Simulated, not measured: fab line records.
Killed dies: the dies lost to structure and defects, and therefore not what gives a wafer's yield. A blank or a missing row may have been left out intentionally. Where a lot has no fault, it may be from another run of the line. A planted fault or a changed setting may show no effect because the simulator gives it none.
fab line records	flow nand-harc
[record] lots = 13	wafers = 36	last-day = 24
route steps=1159 shown A_SGD_CUT@772 A_SLIT@799 A_WL_FILL@816
lots that met no fault: from a run of the same line without faults
start-h: the number of hours between the record's first day and the start of the first shown wafer of the lot	wait-h: hours elapsed since this lot's preceding step	" unchanged from the row above	L1.1+2: one row covering several wafers at once	- either no value or no given start	* or withheld: withheld	< > ~ a bound
route shown NAME@n: a module of which the file shows steps, and the number in the route of the first	usual: the fault-free wafers' mean and standard deviation	same: alike in all rows	chamber/n: place in a boat	sites: each site's reading	_std_site: how widely they spread, as a standard deviation	_edge_site: mean of outer sites minus mean of inner sites	radius-mm: how far each site lies from the wafer's centre	mask NAME#n: copy n	behind: the tool/chamber that last shaped the wafer	hold: why the lot was held/for how many hours/how that ended	device: the transistor (n, p or np) that didn't switch	end of line: tests run on the same wafers once the route is complete	step lacking rows: just its recipe	killed: dies lost to structure and defects at the first sort, not the wafer's yield	map: the dies of a wafer, with x for killed, . for not killed, _ for no die there
set.NAME: the run value of the setting; set.NAME@STEP: its run value at that earlier step	model.NAME: the simulator's own value behind a step, which no gauge read
route steps across a sampled set of lots; one table per step, one row per wafer
services: the hour from which a tool's chamber was out of use, counted from the record's first day as start-h (under 0 if before that day), plus the number of hours and why
[[steps]]
[step NHARC_A_SGD_CUT_CMP_21]
[recipe] target-thk-nm = 148.19
[usual] motor-current-A = 12.2/1.1	time-to-endpoint-s = 50/3.5
lot.wafer	tool	chamber	start-h	wait-h	motor-current-A	time-to-endpoint-s
L769.2	cmp-04	0	323.20	0.4	13.3	48
L769.1	"	1	"	"	11.0	50
L769.3	"	2	"	"	12.9	46
L770.4	cmp-01	0	329.36	0.4	11.9	51
L770.1	"	3	"	"	12.7	49
L770.6	"	0	"	"	11.7	52
L773.2	cmp-04	2	329.41	0.4	12.5	48
L773.1	"	3	"	"	14.6	45
L773.6	"	0	"	"	13.3	48
L771.3	cmp-04	1	329.51	0.5	10.9	52
L771.1	"	3	"	"	14.4	43
L771.6	"	2	"	"	12.4	47
L778.3	cmp-01	3	374.90	0.4	13.2	47
L778.2	"	0	"	"	12.2	51
L778.4	"	2	"	"	11.8	53
L776.3	cmp-04	1	374.93	0.4	11.0	54
L776.1	"	2	"	"	13.1	54
L776.5	"	1	"	"	11.0	53
L780.4	cmp-01	3	392.41	0.4	13.5	46
L780.3	"	2	"	"	12.0	51
L780.6	"	0	"	"	11.7	52
L779.1	cmp-04	2	392.44	0.4	12.6	45
L779.4	"	3	"	"	14.5	46
L779.3	"	0	"	"	13.1	50
L783.3	cmp-01	1	392.63	0.6	11.5	44
L783.6	"	2	"	"	12.3	51
L783.5	"	3	"	"	13.5	45
L782.2	cmp-01	1	407.92	0.4	11.6	46
L782.1	"	2	"	"	12.1	51
L784.2	cmp-03	3	421.06	0.4	11.7	60
L784.6	"	2	"	"	11.6	57
L787.3	cmp-04	0	421.06	0.4	13.1	54
L787.2	"	1	"	"	11.0	57
L787.6	"	0	"	"	13.5	53
L786.2	cmp-01	2	436.50	0.4	11.3	47
L786.6	"	1	"	"	11.8	43
[step NHARC_A_SLIT_ETCH_29]
[recipe] target-depth-a = 1000	overetch-a = 100	time-s = 55	ion-energy-ev = 100	cf4-flow-sccm = 80	o2-flow-sccm = 20	ar-flow-sccm = 0	rf-w = 300	bias-w = 100	chemistry = CF4/O2
[usual] bias-w = 100.0/0.3	drypump-motor-current-A = 5.5/0.52	oes-product-au = 1.000/0.008	rf-vpp-V = 197.6/1.6	showerhead-plenum-p-Torr = 1.32/0.07	throttle-valve-pct = 13.397/0.0091
lot.wafer	tool	chamber	start-h	wait-h	bias-w	drypump-motor-current-A	oes-product-au	rf-hours-counter-h	rf-vpp-V	showerhead-plenum-p-Torr	throttle-valve-pct
L769.2	rie-diel-07	0	330.05	0.1	100.2	5.6	1.005	6	200.2	1.42	13.401
L769.1	"	1	"	"	100.4	5.6	0.986	5	196.3	1.31	13.394
L769.3	"	2	"	"	100.0	5.2	0.993	4	198.0	1.42	13.389
L773.1	rie-diel-09	3	338.04	0.1	99.7	5.3	0.995	5	200.5	1.42	13.406
L773.2	"	0	"	"	99.5	5.1	1.009	6	197.3	1.25	13.389
L773.6	"	0	"	"	100.0	5.1	1.009	-	196.1	1.25	13.411
L771.1	rie-diel-07	0	338.51	0.1	100.1	5.6	1.011	6	198.6	1.42	13.388
L771.3	"	2	"	"	99.9	5.1	0.997	6	199.0	1.42	13.395
L771.6	"	3	"	"	100.3	6.6	1.005	-	196.6	1.24	13.404
L770.1	rie-diel-09	1	339.72	0.1	100.2	5.1	0.997	7	197.8	1.34	13.403
L770.4	"	3	"	"	99.7	5.3	0.992	-	199.9	1.42	13.389
L770.6	"	1	"	"	100.3	5.1	0.987	-	198.3	1.34	13.401
L776.3	rie-diel-09	1	383.55	0.1	99.8	5.1	0.991	10	199.8	1.34	13.407
L776.1	"	2	"	"	99.9	5.3	0.993	10	196.5	1.25	13.387
L776.5	"	2	"	"	100.4	5.3	0.995	-	195.8	1.25	13.391
L778.3	rie-diel-07	2	384.77	0.1	100.3	5.1	0.996	9	200.2	1.42	13.388
L778.2	"	3	"	"	100.4	6.6	1.005	10	194.5	1.24	13.394
L778.4	"	1	"	"	100.3	5.7	0.996	9	198.5	1.31	13.422
L780.3	rie-diel-09	2	405.19	0.1	100.2	5.3	0.994	11	196.6	1.25	13.406
L780.4	"	3	"	"	100.4	5.3	0.983	10	201.0	1.42	13.386
L780.6	"	1	"	"	99.7	5.0	0.993	-	198.0	1.34	13.396
L779.3	rie-diel-01	2	407.78	0.1	100.1	6.5	0.993	5	196.0	1.28	13.386
L779.1	"	3	"	"	99.6	5.1	1.004	6	199.1	1.37	13.402
L779.4	"	0	"	"	99.8	5.9	0.999	7	196.7	1.24	13.391
L783.3	rie-diel-01	1	408.57	0.1	99.8	5.7	1.004	6	196.4	1.26	13.410
L783.5	"	2	"	"	100.0	6.5	0.993	-	196.6	1.29	13.390
L783.6	"	3	"	"	99.8	5.1	1.016	-	198.5	1.37	13.395
L782.2	rie-diel-07	3	415.23	0.1	99.4	6.6	0.990	0	196.8	1.24	13.404
L782.1	"	2	"	"	100.7	5.1	1.000	0	200.1	1.42	13.406
L787.2	rie-diel-09	1	427.86	0.1	100.2	5.1	1.001	13	199.1	1.34	13.385
L787.3	"	2	"	"	100.3	5.3	1.002	12	195.6	1.25	13.391
L787.6	"	1	"	"	99.8	5.1	0.992	-	198.3	1.34	13.395
L784.2	rie-diel-01	2	427.89	0.1	99.6	6.6	0.984	6	197.7	1.28	13.386
L784.6	"	1	"	"	99.9	5.6	1.005	-	196.2	1.26	13.405
L786.2	rie-diel-07	1	449.15	0.1	99.8	5.7	1.002	3	197.2	1.31	13.385
L786.6	"	0	"	"	100.3	5.6	0.994	-	200.1	1.42	13.404
[step NHARC_A_WL_FILL_STRIP_27]
[recipe] power-w = 1500	temp-c = 250	time-s = 20	chemistry = N2/H2
[usual] drypump-motor-current-A = 5.68/0.28	heater-power-w = 334/32	rf-refl-power-W = 19/4.2
lot.wafer	tool	chamber	start-h	wait-h	drypump-motor-current-A	heater-power-w	rf-hours-counter-h	rf-refl-power-W
L769.2	plasma-asher-02	1	343.45	0.2	5.88	317	50	23
L769.1	"	0	"	"	5.88	303	50	14
L769.3	"	1	"	"	5.89	324	-	24
L771.1	plasma-asher-02	0	351.58	0.1	5.88	291	53	15
L771.3	"	0	"	"	5.85	298	-	15
L771.6	"	1	"	"	5.86	328	-	23
L773.2	plasma-asher-02	0	351.99	0.3	5.91	298	53	15
L773.1	"	1	"	"	5.89	321	53	23
L773.6	"	1	"	"	5.91	333	-	23
L770.1	plasma-asher-02	1	355.07	0.8	5.90	319	55	-
L770.4	"	1	"	"	5.86	329	-	-
L770.6	"	0	"	"	5.87	300	-	-
L776.1	plasma-asher-01	0	398.98	0.1	5.46	381	39	22
L776.3	"	0	"	"	5.46	371	-	22
L776.5	"	1	"	"	5.19	367	-	15
L778.2	plasma-asher-02	1	399.03	0.1	5.86	320	12	23
L778.4	"	1	"	"	5.86	316	-	22
L778.3	"	0	"	"	5.94	300	-	15
L780.3	plasma-asher-02	1	418.30	0.3	5.88	323	-	-
L780.4	"	0	"	"	5.82	312	-	-
L780.6	"	0	"	"	5.86	308	-	-
L779.1	plasma-asher-02	0	420.91	0.1	5.91	311	19	13
L779.3	"	1	"	"	5.88	314	-	23
L779.4	"	0	"	"	5.91	302	-	15
L783.3	plasma-asher-02	1	425.70	0.2	5.85	309	-	23
L783.5	"	0	"	"	5.88	301	-	13
L783.6	"	1	"	"	5.85	315	-	23
L782.1	plasma-asher-01	0	431.25	0.1	5.48	379	49	22
L782.2	"	1	"	"	5.19	368	49	15
L784.2	plasma-asher-01	1	445.91	0.1	5.22	382	54	-
L784.6	"	0	"	"	5.47	374	-	-
L787.2	plasma-asher-02	0	446.33	0.2	5.89	313	27	14
L787.3	"	0	"	"	5.90	302	-	15
L787.6	"	1	"	"	5.89	316	-	23
L786.2	plasma-asher-02	0	462.15	0.1	5.90	307	35	14
L786.6	"	0	"	"	5.94	312	-	14
[step NHARC_A_WL_FILL_ETCHBACK_26]
[recipe] target-depth-a = 520	time-s = 13.3	hbr-flow-sccm = 150	rf-w = 350	icp-w = 350	bias-w = 60	chemistry = HBr
[usual] bias-w = 60.02/0.17	drypump-motor-current-A = 5.8/0.48	oes-product-au = 1.000/0.01	run-length-s = 34.4/0.38	throttle-valve-pct = 23.265/0.0094
lot.wafer	tool	chamber	start-h	wait-h	bias-w	drypump-motor-current-A	oes-product-au	rf-hours-counter-h	run-length-s	throttle-valve-pct
L769.2	rie-si-01	2	362.15	0.4	60.20	6.1	1.011	0.2	34.4	23.262
L769.3	"	3	"	"	60.05	6.3	1.018	0.3	34.2	23.253
L769.1	"	0	"	"	59.94	6.2	1.008	0.4	34.4	23.282
L773.2	rie-si-01	1	366.77	0.4	60.17	6.6	0.998	0.4	34.0	23.256
L773.1	"	0	"	"	60.21	6.2	1.010	0.5	34.5	23.266
L773.6	"	2	"	"	59.70	6.1	1.005	-	35.0	23.251
L771.1	rie-si-05	1	366.79	0.4	60.58	5.9	1.018	1.2	35.1	23.274
L771.3	"	3	"	"	60.01	5.8	0.975	0.8	34.5	23.278
L771.6	"	1	"	"	60.09	5.8	1.006	-	35.2	23.261
L770.1	rie-si-06	1	372.40	0.4	59.80	4.8	0.996	0	34.2	23.274
L770.4	"	0	"	"	60.05	5.5	1.001	0	33.9	23.272
L770.6	"	1	"	"	60.17	4.9	0.998	-	34.1	23.270
L776.1	rie-si-01	1	416.74	0.4	59.88	6.6	0.992	0.7	34.7	23.266
L776.3	"	2	"	"	59.67	6.1	1.001	0.7	34.2	23.263
L776.5	"	1	"	"	60.30	6.7	0.992	-	34.3	23.281
L778.3	rie-si-06	2	416.76	0.4	60.08	5.8	0.995	0.4	34.5	23.279
L778.2	"	3	"	"	60.11	6.0	0.985	0.3	34.1	23.274
L778.4	"	1	"	"	60.22	4.9	0.998	0.4	34.3	23.278
L780.3	rie-si-06	2	433.54	0.4	59.83	5.8	0.998	0.4	34.5	23.267
L780.4	"	0	"	"	60.04	5.5	0.991	0.2	34.1	23.277
L780.6	"	2	"	"	59.75	5.8	1.002	-	34.4	23.266
L779.4	rie-si-01	2	433.54	0.4	59.73	6.1	1.010	0.8	34.2	23.258
L779.1	"	0	"	"	59.91	6.2	1.003	0.9	34.5	23.277
L779.3	"	1	"	"	59.70	6.6	0.993	0.8	34.6	23.259
L783.3	rie-si-06	0	441.24	0.4	59.95	5.5	0.996	0.2	33.9	23.273
L783.6	"	1	"	"	59.97	4.9	1.016	-	34.1	23.271
L783.5	"	2	"	"	59.88	5.8	1.014	-	34.6	23.252
L782.1	rie-si-06	3	446.95	0.4	60.22	6.0	0.982	0.4	34.1	23.275
L782.2	"	0	"	"	-	5.5	0.998	0.3	31.5	23.253
L784.2	rie-si-06	3	458.36	0.4	-	5.9	0.986	0.5	31.3	23.269
L784.6	"	3	"	"	60.04	6.0	0.984	-	34.7	23.276
L787.3	rie-si-01	3	461.69	0.4	59.75	6.3	1.006	1.1	34.8	23.270
L787.2	"	0	"	"	59.99	6.3	1.013	1.1	34.3	23.265
L787.6	"	1	"	"	59.82	6.6	1.005	-	34.3	23.268
L786.2	rie-si-06	0	477.20	0.4	-	5.5	0.981	0.5	30.7	23.269
L786.6	"	0	"	"	59.86	5.5	0.993	-	33.9	23.256
[[services]]
tool	chamber	start-h	hours	kind
rie-si-06	-	300.65	0.7	repair
cmp-04	-	301.13	4.0	pm
rie-si-01	-	304.00	9.0	pm
rie-diel-07	1	312.57	4.7	repair
cmp-04	-	322.23	0.6	repair
rie-diel-09	2	337.51	2.6	repair
rie-si-06	1	337.55	8.9	repair
cmp-04	-	337.55	2.5	repair
rie-si-06	-	360.00	9.0	pm
plasma-asher-02	-	360.03	9.0	pm
cmp-01	-	375.50	4.0	pm
rie-si-06	3	392.61	3.0	repair
cmp-04	-	399.13	4.0	pm
rie-si-06	0	404.86	10.7	repair
rie-si-01	-	412.64	3.7	repair
rie-si-06	3	426.53	1.5	repair
rie-diel-09	-	431.11	9.0	pm
rie-si-06	2	444.97	18.6	repair
rie-si-01	3	452.75	2.0	repair
rie-diel-09	-	455.34	0.6	repair
plasma-asher-02	-	465.39	0.8	repair
plasma-asher-02	-	468.85	7.8	repair
cmp-01	-	473.53	4.0	pm
plasma-asher-02	-	476.75	1.5	repair
[[key]]
[first-sign] step = NHARC_A_WL_FILL_ETCHBACK_26	reading = run-length-s	direction = down	sigmas = 8.4	usual = *	struck = *
effect none on later readings
met-at NHARC_A_WL_FILL_ETCHBACK_26
struck-lots L782,L784,L786
struck-wafers L782.2,L784.2,L786.2
tester-left-out L782,L784,L786
not-acting-at NHARC_A_SGD_CUT_CMP_21,NHARC_A_SLIT_ETCH_29,NHARC_A_WL_FILL_STRIP_27
onset-between 441.24 446.95
[fault] kind = process-parameter-drift	tool = rie-si-06	chamber = -	onset-h = 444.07	steps = NHARC_A_WL_FILL_ETCHBACK_26	channel = time-s	offset = *	shape = step	end-h = 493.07	scope = struck-wafers-only	acts-in = *	stated = *
// tester-left-out: of these lots the tester's yield and bins aren't shown, on N5 and GAA mostly nor the transistor test; their killed dies are dies lost to structure and defects alone, not to doping, threshold or leakage, so they don't give the yield
